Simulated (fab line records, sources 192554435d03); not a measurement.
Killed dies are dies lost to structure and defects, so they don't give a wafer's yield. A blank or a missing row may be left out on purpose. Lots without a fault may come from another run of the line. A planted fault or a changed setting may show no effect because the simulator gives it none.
Which tool did it? | flow n5_finfet | 12 lots, 36 wafers sampled, at 1 step of a route of 1938

WHAT THE GAUGES READ, wafer by wafer
N5_BEOL_M6_OVL_MEAS_12.
lot  | measured     | on         | M6_OVL (nm)
L075 | day 8 22:25  | overlay-02 | -1.2 -0.6 -2.0
L077 | day 9 12:22  | overlay-02 | -1.6 -1.5 -0.6
L080 | day 10 03:29 | overlay-01 | -1.1 -0.5 -0.7
L079 | day 10 12:59 | overlay-01 | -1.7 -0.9 -1.4
L082 | day 11 05:55 | overlay-02 | -0.3 -0.3 -1.0
L085 | day 11 19:10 | overlay-02 | -0.4 -2.5 -0.9
L087 | day 12 05:52 | overlay-01 | 0.6 -0.1 -1.1
L089 | day 12 14:27 | overlay-01 | -1.3 -1.5 -1.9
L091 | day 12 23:08 | overlay-01 | 1.0 0.9 0.5
L094 | day 13 16:52 | overlay-01 | -2.2 -1.5 -2.1
L095 | day 14 09:27 | overlay-01 | -1.0 -0.1 -0.4
L097 | day 14 23:25 | overlay-02 | -1.0 -0.9 -0.5

WHICH TOOL RAN EACH LOT (tool, then ch and the chambers of the sampled wafers, then the start)
The record holds no process step before these readings.

THE ANSWER, worked out from the rows above alone
Rule: what is usual is taken from the lots themselves. Put in order of their means at a reading, lots are off if they are a third of the lots or fewer, leave a main group of 4 or more, and stand apart from it by a gap of 3 or more times the standard deviation of the main group's means; of several such gaps the widest counts. A main group whose means are all the same, to the digits that the tables above print for the reading, isn't used. A lot without any number at a reading at which 4 lots or more have one is off too. The other lots that the step has rows for count as sound.
No lot is off at any reading shown: from this, nothing can be told.

WHAT THE SIMULATOR HAD PUT IN
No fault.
